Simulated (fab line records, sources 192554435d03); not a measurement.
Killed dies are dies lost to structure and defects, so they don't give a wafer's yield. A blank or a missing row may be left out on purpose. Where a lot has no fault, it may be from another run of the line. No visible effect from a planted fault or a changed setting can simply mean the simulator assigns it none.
fab line records	flow n5Finfet
[record] lots = 7	wafers = 18	lastDay = 19
route steps=1938 shown SD_EPI_N@265 BEOL_M4@1111 PASSIVATION@1936
lots that met no fault: from a run of the same line without faults
startH: hours from the record's first day to the start of the lot's first wafer shown	waitH: hours since the lot's step before	" as in the row above	L1.1+2: one row covering several wafers at once	- no value, or no start given	* or withheld: withheld	< > ~ a bound
route shown NAME@n: names a module that has steps shown in the file, with the first one's number in the route	usual: mean and standard deviation over wafers with no fault	same: alike in all rows	chamber/n: place in a boat	sites: the reading at each site	_std_site: the values' standard deviation	_edge_site: inner sites' mean taken away from outer sites' mean	radiusMm: for every site, how far away it sits from the centre of the wafer	mask NAME#n: copy n	behind: the tool/chamber that last shaped the wafer	hold: the reason the lot was held/the length of the hold in hours/how it ended	device: the n, p or np transistor that did not switch	end of line: tests run on the same wafers once the route is complete	step lacking rows: just its recipe	killed: not the wafer's yield, but the dies lost to structure and defects at the first sort	map: per-die view of a wafer (x killed, . not killed, _ where there is no die)
set.NAME: the setting as run; set.NAME@STEP: as run at that earlier step	model.NAME: the simulator's own value behind a step, which no gauge read
lots at some steps of the route; a table a step, a row a wafer
services: from which hour (startH, from the record's first day; less than 0 if before it) a tool's chamber was out of use, for how many hours, and why
[[steps]]
[step N5_SD_EPI_N_EBR_05]
[recipe] solvent = PGMEA	ebrWidthMm = 1.5
[step N5_SD_EPI_N_SOFTBAKE_04]
[recipe] tempC = 110	timeS = 60	resist = CAR-ArF-block
[step N5_SD_EPI_N_EXPOSE_06]
[recipe] maskId = SD_N_BLK	na = 1.35	sourceShape = conventional	sigmaOuter = 0.8	polarization = unpolarized	targetCdNm = 120	doseMj = 39.75
[step N5_SD_EPI_N_PEB_07]
[recipe] pebTempC = 110	pebTimeS = 60	resist = CAR-ArF-block
[step N5_SD_EPI_N_DEVELOP_08]
[recipe] developTimeS = 30	developer = TMAH	resist = CAR-ArF-block	devTempC = 23	rinseLiquid = diw	dry = airSpin
[step N5_SD_EPI_N_CD_MEAS_09]
[recipe] targetCdNm = 120	landingEnergyEv = 500	detector = seInlens
[usual] cdNm = 120.1/0.48
lot.wafer	tool	chamber	startH	waitH	cdNm
L689.1	cdSem-02	0	52.46	-	119.9
L689.5	"	0	"	"	119.4
L689.6	"	0	"	"	119.8
L692.1	cdSem-01	0	68.48	-	120.3
L692.2	"	0	"	"	119.9
L692.3	"	0	"	"	120.8
L702.1	cdSem-02	0	129.64	-	119.5
L702.6	"	0	"	"	119.9
L703.1	cdSem-03	0	134.24	-	119.8
L703.4	"	0	"	"	120.5
L704.1	cdSem-01	0	137.67	-	120.4
L704.6	"	0	"	"	120.4
L708.2	cdSem-01	0	162.85	-	120.1
L708.4	"	0	"	"	120.7
L708.5	"	0	"	"	120.0
L711.1	cdSem-01	0	187.65	-	119.6
L711.2	"	0	"	"	119.0
L711.3	"	0	"	"	119.1
[step N5_SD_EPI_N_OVL_MEAS_10]
[recipe] pointsPerWafer = 44
[usual] SD_N_BLK_OVL = 0.1/0.83
lot.wafer	tool	chamber	startH	waitH	SD_N_BLK_OVL[nm]
L689.1	overlay-02	0	52.49	0.0	-1.1
L689.5	"	0	"	"	0.5
L689.6	"	0	"	"	0.0
L692.1	overlay-02	0	68.51	0.0	0.6
L692.2	"	0	"	"	0.0
L692.3	"	0	"	"	1.3
L702.1	overlay-01	0	129.67	0.0	0.2
L702.6	"	0	"	"	-1.3
L703.1	overlay-01	0	134.27	0.0	-1.3
L703.4	"	0	"	"	0.1
L704.1	overlay-01	0	137.70	0.0	0.6
L704.6	"	0	"	"	0.1
L708.2	overlay-01	0	162.88	0.0	-0.1
L708.4	"	0	"	"	-0.4
L708.5	"	0	"	"	-1.3
L711.1	overlay-01	0	187.69	0.0	0.6
L711.2	"	0	"	"	-1.2
L711.3	"	0	"	"	-0.4
[step N5_SD_EPI_N_INSPECT_11]
[recipe] mode = adi	inspectInstrument = macro
[usual] rawDefectCount = 1.9/1.3
lot.wafer	tool	chamber	startH	waitH	rawDefectCount
L689.1	defectInspect-01	-	52.51	0.0	0
L689.5	"	-	"	"	3
L689.6	"	-	"	"	3
L692.1	defectInspect-01	-	68.53	0.0	2
L692.2	"	-	"	"	1
L692.3	"	-	"	"	0
L702.1	defectInspect-01	-	129.69	0.0	3
L702.6	"	-	"	"	3
L703.1	defectInspect-01	-	134.30	0.0	2
L703.4	"	-	"	"	3
L704.1	defectInspect-01	-	137.73	0.0	3
L704.6	"	-	"	"	2
L708.2	defectInspect-01	-	162.90	0.0	2
L708.4	"	-	"	"	2
L708.5	"	-	"	"	1
L711.1	defectInspect-02	-	187.72	0.0	1
L711.2	"	-	"	"	1
L711.3	"	-	"	"	2
[step N5_SD_EPI_N_DESCUM_14]
[recipe] chemistry = O2	timeS = 7.9	sourcePowerW = 50	biasPowerW = 20	pressureMtorr = 20	rfFrequencyHz = 2.712e+07	tempC = 40	resist = CAR-ArF-block	o2FlowSccm = 225
[usual] drypumpMotorCurrentA = 5.5/0.36	oesProductAu = 0.83/0.094	rfVppV = 243.9/1.2	showerheadPlenumPTorr = 2.14/0.058	throttleValvePct = 20.39/0.18
lot.wafer	tool	chamber	startH	waitH	drypumpMotorCurrentA	oesProductAu	rfHoursCounterH	rfVppV	showerheadPlenumPTorr	throttleValvePct
L689.1	rieDiel-01	1	52.55	0.0	5.9	0.72	176	245.6	2.16	20.36
L689.5	"	0	"	"	5.3	0.97	-	245.0	2.22	20.11
L689.6	"	2	"	"	6.1	0.99	-	244.7	2.24	20.21
L692.1	rieDiel-02	2	68.56	0.0	5.5	0.76	139	243.3	2.10	20.34
L692.2	"	1	"	"	4.7	0.88	57	244.6	2.12	20.56
L692.3	"	3	"	"	5.1	0.76	134	243.8	2.18	20.27
L702.1	rieDiel-01	2	129.76	0.1	6.1	0.90	32	245.4	2.23	20.23
L702.6	"	3	"	"	5.7	0.92	-	241.3	2.05	20.25
L703.1	rieDiel-01	2	134.33	0.0	6.1	0.90	33	246.2	2.23	20.26
L703.4	"	1	"	"	5.9	0.69	207	244.8	2.15	20.40
L704.1	rieDiel-01	3	137.76	0.0	5.7	0.92	25	241.3	2.05	20.22
L704.6	"	3	"	"	5.6	0.91	-	242.8	2.05	20.24
L708.2	rieDiel-02	2	163.02	0.1	5.5	0.73	175	242.1	2.09	20.39
L708.4	"	0	"	"	5.7	0.69	216	243.5	2.16	20.87
L708.5	"	1	"	"	4.6	0.83	-	243.4	2.11	20.62
L711.1	rieDiel-04	2	187.95	0.2	5.4	0.85	69	243.5	2.13	20.47
L711.2	"	0	"	"	5.7	0.71	224	241.3	2.07	20.61
L711.3	"	3	"	"	5.6	0.85	53	244.3	2.13	20.44
[step N5_SD_EPI_N_ETCH_34]
[recipe] chemistry = CF4	target = SiARC	targetDepthA = 455	maskMaterial = CAR-ArF-block	timeS = 75.8	ionEnergyEv = 80	pressureMtorr = 40	sourceW = 545	biasW = 36	Ar_flow_sccm = 100	cf4FlowSccm = 100	ends = cleared
[usual] drypumpMotorCurrentA = 5.5/0.36	etchRfOnTimeS = 75.1/0.99	mfcArSccm = 100.02/0.27	oesProductAu = 0.71/0.08	rfVppV = 184.7/1.1	showerheadPlenumPTorr = 2.18/0.056	throttleValvePct = 15.54/0.2
lot.wafer	tool	chamber	startH	waitH	drypumpMotorCurrentA	etchRfOnTimeS	mfcArSccm	oesProductAu	rfHoursCounterH	rfVppV	showerheadPlenumPTorr	throttleValvePct
L689.1	rieDiel-01	1	52.58	0.0	5.9	75.2	100.11	0.61	176	183.5	2.22	15.59
L689.5	"	0	"	"	5.3	73.9	99.95	0.83	-	186.1	2.27	15.27
L689.6	"	2	"	"	6.1	73.9	99.96	0.84	-	185.4	2.27	15.23
L692.1	rieDiel-02	2	68.60	0.0	5.5	76.8	100.09	0.64	139	185.3	2.14	15.48
L692.2	"	1	"	"	4.7	75.9	100.28	0.74	57	184.5	2.17	15.70
L692.3	"	3	"	"	5.1	76.3	100.45	0.66	134	186.1	2.23	15.53
L702.1	rieDiel-01	2	129.80	0.0	6.1	73.2	100.32	0.79	32	185.3	2.26	15.27
L702.6	"	3	"	"	5.7	74.1	99.91	0.78	-	184.7	2.10	15.35
L703.1	rieDiel-01	2	134.37	0.0	6.1	75.0	100.09	0.78	33	186.2	2.26	15.29
L703.4	"	1	"	"	5.9	75.5	100.19	0.60	207	184.9	2.21	15.67
L704.1	rieDiel-01	3	137.80	0.0	5.7	75.3	100.55	0.79	25	183.3	2.10	15.38
L704.6	"	3	"	"	5.7	75.0	100.18	0.78	-	183.3	2.10	15.38
L708.2	rieDiel-02	2	163.05	0.0	5.5	76.2	100.04	0.63	175	183.9	2.13	15.53
L708.4	"	0	"	"	5.6	74.9	100.05	0.59	216	185.4	2.20	16.04
L708.5	"	1	"	"	4.6	75.8	99.51	0.71	-	183.0	2.16	15.78
L711.1	rieDiel-04	2	187.99	0.0	5.4	74.9	99.66	0.73	69	184.4	2.17	15.57
L711.2	"	0	"	"	5.7	76.6	100.07	0.60	224	185.2	2.12	15.81
L711.3	"	3	"	"	5.6	74.6	100.42	0.74	53	185.4	2.17	15.54
[step N5_SD_EPI_N_ETCH_35]
[recipe] chemistry = N2/H2	target = SOC	overetchA = 1080	maskMaterial = SiARC	tempC = 40	ionEnergyEv = 100	sourceW = 3000	biasW = 133	pressureMtorr = 20	timeS = 486	n2FlowSccm = 200	h2FlowSccm = 200
[usual] drypumpMotorCurrentA = 5.5/0.36	oesProductAu = 0.74/0.079	rfVppV = 241.4/1.2	showerheadPlenumPTorr = 2.59/0.07	throttleValvePct = 23.73/0.22
lot.wafer	tool	chamber	startH	waitH	drypumpMotorCurrentA	oesProductAu	rfHoursCounterH	rfVppV	showerheadPlenumPTorr	throttleValvePct
L689.1	rieDiel-01	1	52.64	0.0	5.9	0.64	176	242.5	2.63	23.89
L689.5	"	0	"	"	5.3	0.85	-	243.3	2.70	23.53
L689.6	"	2	"	"	6.1	0.87	-	242.2	2.70	23.48
L692.1	rieDiel-02	2	68.65	0.0	5.5	0.68	139	239.7	2.54	23.56
L692.2	"	1	"	"	4.6	0.77	57	241.3	2.58	23.90
L692.3	"	3	"	"	5.1	0.69	134	243.1	2.65	23.51
L702.1	rieDiel-01	2	129.86	0.0	6.1	0.80	32	242.5	2.69	23.52
L702.6	"	3	"	"	5.7	0.82	-	240.3	2.49	23.51
L703.1	rieDiel-01	2	134.42	0.0	6.1	0.80	33	243.7	2.69	23.52
L703.4	"	1	"	"	5.9	0.62	207	242.0	2.62	23.93
L704.1	rieDiel-01	3	137.85	0.0	5.7	0.81	26	239.6	2.49	23.51
L704.6	"	3	"	"	5.7	0.81	-	238.0	2.49	23.51
L708.2	rieDiel-02	2	163.11	0.0	5.5	0.65	175	240.1	2.52	23.62
L708.4	"	0	"	"	5.7	0.62	217	243.4	2.63	24.36
L708.5	"	1	"	"	4.7	0.74	-	241.0	2.56	23.95
L711.1	rieDiel-04	2	188.04	0.0	5.4	0.75	69	240.0	2.58	23.88
L711.2	"	0	"	"	5.7	0.63	224	239.7	2.50	23.69
L711.3	"	3	"	"	5.6	0.76	53	240.4	2.57	23.72
[step N5_SD_EPI_N_STRIP_36]
[recipe] chemistry = N2/H2	tempC = 40	n2FlowSccm = 200	h2FlowSccm = 200	rfFrequencyHz = 6e+07
[step N5_SD_EPI_N_ETCHBACK_44]
[recipe] chemistry = CH3F/O2	mode = anisotropicEtchback	target = SiNx	targetDepthA = 145	stopOn = SiO2	overEtchFrac = 0.3	ionEnergyEv = 120	pressureMtorr = 30	sourceW = 395	biasW = 73	Ar_flow_sccm = 150	CH3F_flow_sccm = 30	O2_flow_sccm = 20
[usual] drypumpMotorCurrentA = 5.5/0.36	mfcArSccm = 150.0/0.5	oesProductAu = 0.71/0.076	rfVppV = 298/4.6	showerheadPlenumPTorr = 2.04/0.056	throttleValvePct = 16.29/0.19
lot.wafer	tool	chamber	startH	waitH	drypumpMotorCurrentA	mfcArSccm	oesProductAu	rfHoursCounterH	rfVppV	showerheadPlenumPTorr	throttleValvePct	model.SiARC_of_SD_EPI_N_COAT_33.thkNm
L689.1	rieDiel-01	1	52.96	0.0	5.9	150.1	0.61	176	300	2.08	16.36	15.8
L689.5	"	0	"	"	5.3	149.8	0.82	-	306	2.13	16.01	15.4
L689.6	"	2	"	"	6.1	150.6	0.84	-	304	2.13	16.00	15.6
L692.1	rieDiel-02	2	68.98	0.0	5.5	151.6	0.66	139	303	2.00	16.21	16.2
L692.2	"	1	"	"	4.7	150.8	0.74	57	297	2.03	16.49	16
L692.3	"	3	"	"	5.1	150.5	0.66	134	300	2.09	16.27	16.2
L702.1	rieDiel-01	2	130.18	0.0	6.1	149.8	0.77	32	303	2.12	16.05	13.6
L702.6	"	3	"	"	5.7	149.5	0.78	-	295	1.96	16.10	15.6
L703.1	rieDiel-01	2	134.75	0.0	6.1	150.3	0.77	33	302	2.12	16.07	13.8
L703.4	"	1	"	"	5.9	150.1	0.60	207	299	2.07	16.43	14.2
L704.1	rieDiel-01	3	138.18	0.0	5.7	150.2	0.77	26	294	1.96	16.12	14.2
L704.6	"	3	"	"	5.7	149.9	0.76	-	295	1.96	16.12	16
L708.2	rieDiel-02	2	163.44	0.0	5.5	149.0	0.63	175	303	1.99	16.30	16
L708.4	"	0	"	"	5.6	150.5	0.60	217	298	2.05	16.74	15.8
L708.5	"	1	"	"	4.7	150.6	0.71	-	298	2.02	16.55	16
L711.1	rieDiel-04	2	188.37	0.0	5.4	150.5	0.73	69	292	2.03	16.33	15.8
L711.2	"	0	"	"	5.7	150.0	0.60	224	294	1.97	16.54	16.4
L711.3	"	3	"	"	5.6	150.0	0.73	53	296	2.03	16.30	15.8
[step N5_SD_EPI_N_ETCH_45]
[recipe] chemistry = CH3F/O2	target = SiOCN	targetDepthA = 60	maskMaterial = SOC	ionEnergyEv = 60	biasW = 29	pressureMtorr = 15	sourceW = 410	Ar_flow_sccm = 150	CH3F_flow_sccm = 30	O2_flow_sccm = 20
[usual] drypumpMotorCurrentA = 5.5/0.36	mfcArSccm = 150.0/0.46	oesProductAu = 0.83/0.094	rfVppV = 127.8/0.88	showerheadPlenumPTorr = 2.04/0.056	throttleValvePct = 23.28/0.16
lot.wafer	tool	chamber	startH	waitH	drypumpMotorCurrentA	mfcArSccm	oesProductAu	rfHoursCounterH	rfVppV	showerheadPlenumPTorr	throttleValvePct
L689.1	rieDiel-01	1	53.06	0.1	5.9	150.1	0.72	177	129.1	2.07	23.34
L689.5	"	0	"	"	5.3	149.7	0.97	-	129.5	2.12	23.06
L689.6	"	2	"	"	6.1	149.5	0.99	-	129.3	2.13	23.08
L692.1	rieDiel-02	2	69.08	0.1	5.5	150.9	0.77	139	127.1	2.00	23.20
L692.2	"	1	"	"	4.7	150.0	0.86	58	126.8	2.03	23.50
L692.3	"	3	"	"	5.1	149.5	0.76	134	127.4	2.09	23.19
L702.1	rieDiel-01	2	130.28	0.1	6.0	150.4	0.92	32	127.8	2.12	23.13
L702.6	"	3	"	"	5.7	149.5	0.91	-	127.3	1.95	23.10
L703.1	rieDiel-01	2	134.85	0.1	6.1	149.6	0.92	33	128.0	2.12	23.12
L703.4	"	1	"	"	5.9	150.0	0.70	207	127.4	2.06	23.37
L704.1	rieDiel-01	3	138.28	0.1	5.6	149.9	0.91	26	127.0	1.95	23.12
L704.6	"	3	"	"	5.7	149.6	0.92	-	127.4	1.95	23.11
L708.2	rieDiel-02	2	163.54	0.1	5.5	150.5	0.73	175	126.6	1.99	23.24
L708.4	"	0	"	"	5.7	149.8	0.70	217	127.9	2.05	23.65
L708.5	"	1	"	"	4.7	150.2	0.82	-	128.2	2.02	23.55
L711.1	rieDiel-04	2	188.47	0.1	5.5	150.0	0.85	69	127.5	2.03	23.34
L711.2	"	0	"	"	5.7	150.0	0.70	224	126.2	1.97	23.43
L711.3	"	3	"	"	5.6	149.8	0.85	53	125.6	2.03	23.33
[step N5_SD_EPI_N_ETCH_16]
[recipe] chemistry = CHF3/O2	target = SiO2	targetDepthA = 50	maskMaterial = SOC	pressureMtorr = 30	sourceW = 650	biasW = 170	Ar_flow_sccm = 200	CHF3_flow_sccm = 50	O2_flow_sccm = 5	ionEnergyEv = 200
[usual] drypumpMotorCurrentA = 5.5/0.36	mfcArSccm = 200.0/0.62	oesProductAu = 0.83/0.093	rfVppV = 525/7.8	showerheadPlenumPTorr = 2.46/0.065	throttleValvePct = 18.85/0.18
lot.wafer	tool	chamber	startH	waitH	drypumpMotorCurrentA	mfcArSccm	oesProductAu	rfHoursCounterH	rfVppV	showerheadPlenumPTorr	throttleValvePct	model.SiARC_of_SD_EPI_N_COAT_33.thkNm
L689.1	rieDiel-01	1	53.16	0.1	5.9	201.1	0.72	177	528	2.50	18.90	12.2
L689.5	"	0	"	"	5.3	199.8	0.96	-	540	2.56	18.59	11.6
L689.6	"	2	"	"	6.1	200.6	0.99	-	533	2.56	18.60	11.8
L692.1	rieDiel-02	2	69.18	0.1	5.5	198.7	0.76	139	533	2.41	18.76	12.6
L692.2	"	1	"	"	4.7	200.5	0.87	58	525	2.45	19.07	12.4
L692.3	"	3	"	"	5.1	200.0	0.77	134	527	2.52	18.83	12.8
L702.1	rieDiel-01	2	130.38	0.1	6.1	200.8	0.91	32	531	2.55	18.63	10
L702.6	"	3	"	"	5.7	199.8	0.92	-	519	2.36	18.68	12
L703.1	rieDiel-01	2	134.95	0.1	6.0	200.2	0.91	33	534	2.55	18.62	10.2
L703.4	"	1	"	"	5.9	199.2	0.69	207	527	2.49	18.96	10.6
L704.1	rieDiel-01	3	138.38	0.1	5.7	199.8	0.90	26	520	2.36	18.67	10.6
L704.6	"	3	"	"	5.7	200.3	0.91	-	518	2.36	18.69	12.4
L708.2	rieDiel-02	2	163.64	0.1	5.5	200.0	0.74	175	535	2.40	18.81	12.4
L708.4	"	0	"	"	5.7	200.0	0.69	217	526	2.47	19.27	12.4
L708.5	"	1	"	"	4.7	201.0	0.83	-	525	2.43	19.12	12.4
L711.1	rieDiel-04	2	188.57	0.1	5.5	199.4	0.85	69	515	2.44	18.90	12.2
L711.2	"	0	"	"	5.7	199.5	0.71	224	520	2.38	19.05	13
L711.3	"	3	"	"	5.6	199.8	0.85	53	520	2.45	18.90	12.2
[step N5_SD_EPI_N_STRIP_47]
[recipe] chemistry = CHF3/O2	resist = SiARC	rfFrequencyHz = 6e+07
[step N5_BEOL_M4_RC_MEAS_101]
[usual] DIBL_N = 36.2/1.2	DIBL_P = 36.3/1.3	IOFF_N = 0.155/0.019	IOFF_P = 0.210/0.029	ION_N = 677/8.6	ION_P = 465/6.8	SS_N = 71.4/0.48	SS_P = 73.2/0.53	VT_N = 249.9/2.4	VT_P = -250/3.2
lot.wafer	tool	chamber	startH	waitH	DIBL_N[mV/V]	DIBL_P[mV/V]	IOFF_N[nA/um]	IOFF_P[nA/um]	ION_N[uA/um]	ION_P[uA/um]	SS_N[mV/dec]	SS_P[mV/dec]	VT_N[mV]	VT_P[mV]
L689.1	prober-02	0	158.27	0.0	36.7	37.5	0.172	0.218	680	469	71.5	73.3	249.2	-250
L689.5	"	0	"	"	37.2	37.8	0.173	0.225	686	469	71.9	72.9	251.2	-250
L689.6	"	0	"	"	37.2	37.5	0.171	0.211	678	466	71.6	72.8	249.5	-249
L692.1	prober-01	0	187.68	0.0	33.5	33.4	0.115	0.167	666	460	70.0	72.9	253.5	-253
L692.2	"	0	"	"	36.2	37.8	0.177	0.238	681	471	71.1	73.6	249.4	-249
L692.3	"	0	"	"	34.9	35.6	0.138	0.198	680	468	70.9	73.4	252.1	-249
L704.1	prober-01	0	265.34	0.0	37.1	37.4	0.191	0.262	700	477	71.0	73.1	245.3	-245
L704.6	"	0	"	"	35.6	35.8	0.153	0.229	679	465	71.8	72.3	249.8	-249
L702.1	prober-01	0	268.04	0.0	38.6	37.0	0.190	0.230	699	474	71.6	73.7	244.6	-246
L702.6	"	0	"	"	36.6	35.2	0.147	0.206	686	472	71.2	72.7	247.4	-248
L703.1	prober-02	0	273.84	0.0	36.1	36.7	0.177	0.221	689	470	71.7	73.3	251.0	-247
L703.4	"	0	"	"	38.1	39.0	0.210	0.257	693	467	72.1	73.4	247.7	-247
L708.2	prober-02	0	285.07	0.2	35.9	36.4	0.171	0.222	679	466	71.4	73.7	246.4	-249
L708.4	"	0	"	"	34.9	35.4	0.147	0.206	673	465	71.1	73.6	248.3	-249
L708.5	"	0	"	"	34.3	34.5	0.136	0.191	675	464	71.1	72.9	251.9	-250
L711.1	prober-02	0	329.04	0.0	36.2	35.4	0.151	0.202	671	464	71.4	73.1	249.5	-252
L711.2	"	0	"	"	35.7	35.3	0.148	0.196	665	455	71.2	72.5	251.8	-252
L711.3	"	0	"	"	38.5	37.9	0.202	0.232	680	461	72.1	74.5	247.8	-252
[step N5_PASSIVATION_PROBE_49]
[usual] defectLimitedYield = 91.2/1.4	killed_at_M0_to_M3 = 34/10	killed_at_M4_up = 13/5.1	killedAtContacts = 12/6.5	killedAtFrontEnd = 41/11	killedAtOther = 4/3.3	killedDies = 104/16	killedOpen = 69/13	killedShort = 33/7	sort_bin_5_function = 5.1/0.91	sort_bin_6_memory = 3.3/0.69	sortNPass = 1076/16	sortYieldPct = 91.2/1.4
[same] grossDies = 1180	killedAtBackSide = 0	sort_bin_4_leakage[%] = 0	sort_bin_8_speed[%] = 0
lot.wafer	tool	chamber	startH	waitH	defectLimitedYield[%]	killed_at_M0_to_M3	killed_at_M4_up	killedAtContacts	killedAtFrontEnd	killedAtOther	killedDies	killedOpen	killedShort	sort_bin_5_function[%]	sort_bin_6_memory[%]	sortNPass	sortYieldPct[%]
L689.1	prober-02	-	266.31	0.0	92.6	24	9	23	25	6	87	56	30	5.0	2.1	1093	92.6
L689.5	prober-02	-	266.51	0.2	90.0	44	8	27	33	6	118	84	32	6.9	3.1	1062	90.0
L689.6	prober-02	-	266.56	0.3	90.8	37	9	12	43	8	109	64	45	5.0	3.6	1071	90.8
L692.1	prober-02	-	298.40	0.0	91.9	19	16	6	54	1	96	66	28	5.7	2.1	1084	91.9
L692.2	prober-02	-	298.45	0.1	90.2	35	13	10	53	5	116	83	30	6.1	3.5	1064	90.2
L692.3	prober-02	-	298.50	0.1	91.9	31	15	8	34	7	95	57	34	4.4	3.1	1085	91.9
L711.1	prober-01	-	446.76	0.0	89.7	31	20	12	49	9	121	80	41	6.9	3.0	1059	89.7
L711.2	prober-01	-	446.81	0.1	89.7	42	20	24	32	3	121	81	40	6.1	3.7	1059	89.7
L711.3	prober-01	-	446.86	0.1	91.1	21	13	32	39	0	105	72	32	5.3	3.3	1075	91.1
// killed by level:class
L689.1 MOL_CONTACT_COAG:geometricParticle:open=19 BEOL_M1:geometricParticle:short=5 BEOL_M2:geometricParticle:open=5 FIN_SAQP:geometricParticle:open=4 GATE_CUT:geometricParticle:short=4 MOL_CONTACT_COAG:geometricParticle:short=4 BEOL_M3:geometricParticle:open=4 STI_FIN_REVEAL:geometricParticle:open=3
L689.5 MOL_CONTACT_COAG:geometricParticle:open=21 BEOL_M2:geometricParticle:open=13 BEOL_M3:geometricParticle:open=13 STI_FIN_REVEAL:geometricParticle:open=9 MOL_CONTACT_COAG:geometricParticle:short=6 BEOL_M0_SAQP:geometricParticle:open=6 STARTING-WAFER:geometricParticle:short=5 BEOL_M0_SAQP:geometricParticle:short=4
L689.6 STI_FIN_REVEAL:geometricParticle:open=10 MOL_CONTACT_COAG:geometricParticle:open=9 BEOL_M3:geometricParticle:open=8 BEOL_M3:geometricParticle:short=7 FIN_SAQP:geometricParticle:short=6 GATE_CUT:geometricParticle:short=6 BEOL_M0_SAQP:geometricParticle:short=6 FIN_SAQP:geometricParticle:open=4
L692.1 STI_FIN_REVEAL:geometricParticle:open=19 FIN_SAQP:geometricParticle:open=12 BEOL_M4:geometricParticle:open=10 BEOL_M0_SAQP:geometricParticle:short=9 FIN_SAQP:geometricParticle:short=8 DUMMY_GATE:geometricParticle:open=6 MOL_CONTACT_COAG:geometricParticle:open=6 BEOL_M2:geometricParticle:open=6
L692.2 FIN_SAQP:geometricParticle:open=20 BEOL_M2:geometricParticle:open=11 FIN_SAQP:geometricParticle:short=10 BEOL_M0_SAQP:geometricParticle:open=10 BEOL_M0_SAQP:geometricParticle:short=8 STI_FIN_REVEAL:geometricParticle:open=7 MOL_CONTACT_COAG:geometricParticle:open=7 BEOL_M4:geometricParticle:open=6
L692.3 BEOL_M4:geometricParticle:open=10 BEOL_M2:geometricParticle:open=8 BEOL_M0_SAQP:geometricParticle:open=8 BEOL_M0_SAQP:geometricParticle:short=8 STI_FIN_REVEAL:geometricParticle:open=7 FIN_SAQP:geometricParticle:short=6 MOL_CONTACT_COAG:geometricParticle:open=6 FIN_SAQP:geometricParticle:open=5
L711.1 BEOL_M3:geometricParticle:open=13 BEOL_M4:geometricParticle:open=13 FIN_SAQP:geometricParticle:short=11 MOL_CONTACT_COAG:geometricParticle:open=11 STI_FIN_REVEAL:geometricParticle:open=8 FIN_SAQP:geometricParticle:open=6 BEOL_M1:geometricParticle:open=6 STI_FIN_REVEAL:geometricParticle:short=5
L711.2 MOL_CONTACT_COAG:geometricParticle:open=18 BEOL_M2:geometricParticle:short=12 BEOL_M4:geometricParticle:open=12 STI_FIN_REVEAL:geometricParticle:open=11 BEOL_M3:geometricParticle:open=11 FIN_SAQP:geometricParticle:open=6 MOL_CONTACT_COAG:geometricParticle:short=6 BEOL_M0:geometricParticle:open=6
L711.3 MOL_CONTACT_COAG:geometricParticle:open=26 FIN_SAQP:geometricParticle:short=11 FIN_SAQP:geometricParticle:open=10 BEOL_M3:geometricParticle:open=7 DUMMY_GATE:geometricParticle:open=6 MOL_CONTACT_COAG:geometricParticle:short=6 BEOL_M4:geometricParticle:open=6 STI_FIN_REVEAL:geometricParticle:open=4
[[services]]
tool	chamber	startH	hours	kind
rieDiel-04	0	37.44	4.8	repair
rieDiel-01	3	44.76	-	clean
rieDiel-01	3	44.76	-	consumableReplace:focusRing
rieDiel-01	3	44.76	18.8	scheduledDown
rieDiel-01	3	44.76	18.8	ventCycle
rieDiel-04	1	51.96	-	clean
rieDiel-04	1	51.96	-	consumableReplace:focusRing
rieDiel-04	1	51.96	30.9	scheduledDown
rieDiel-04	1	51.96	30.9	ventCycle
rieDiel-04	-	89.16	0.4	repair
rieDiel-02	0	113.52	7.3	repair
rieDiel-01	1	136.85	10.3	repair
rieDiel-02	1	137.28	9.5	repair
rieDiel-04	3	144.66	14.2	repair
rieDiel-02	-	159.50	1.4	repair
rieDiel-01	0	183.85	7.7	repair
[[key]]
[firstSign] step = N5_BEOL_M4_RC_MEAS_101	reading = ION_N	direction = up	sigmas = 2.2	usual = 677	struck = 696
[effect] step = N5_BEOL_M4_RC_MEAS_101	reading = IOFF_N	direction = up	sigmas = 1.9	usual = 0.155	struck = 0.192
[modelEffect] step = N5_SD_EPI_N_ETCHBACK_44	value = SiARC_of_SD_EPI_N_COAT_33.thkNm	without = 15.8	struck = 13.95
[modelEffect] step = N5_SD_EPI_N_ETCH_16	value = SiARC_of_SD_EPI_N_COAT_33.thkNm	without = 12.15	struck = 10.35
metAt N5_SD_EPI_N_ETCHBACK_44
struckWafers L702.1,L703.1,L703.4,L704.1
onsetBetween 52.96 130.18
[fault] kind = processParameterDrift	tool = rieDiel-01	chamber = -	onsetH = 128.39	steps = N5_SD_EPI_N_ETCHBACK_44	channel = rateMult	offset = 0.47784	shape = step	endH = 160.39	scope = struckWafersOnly
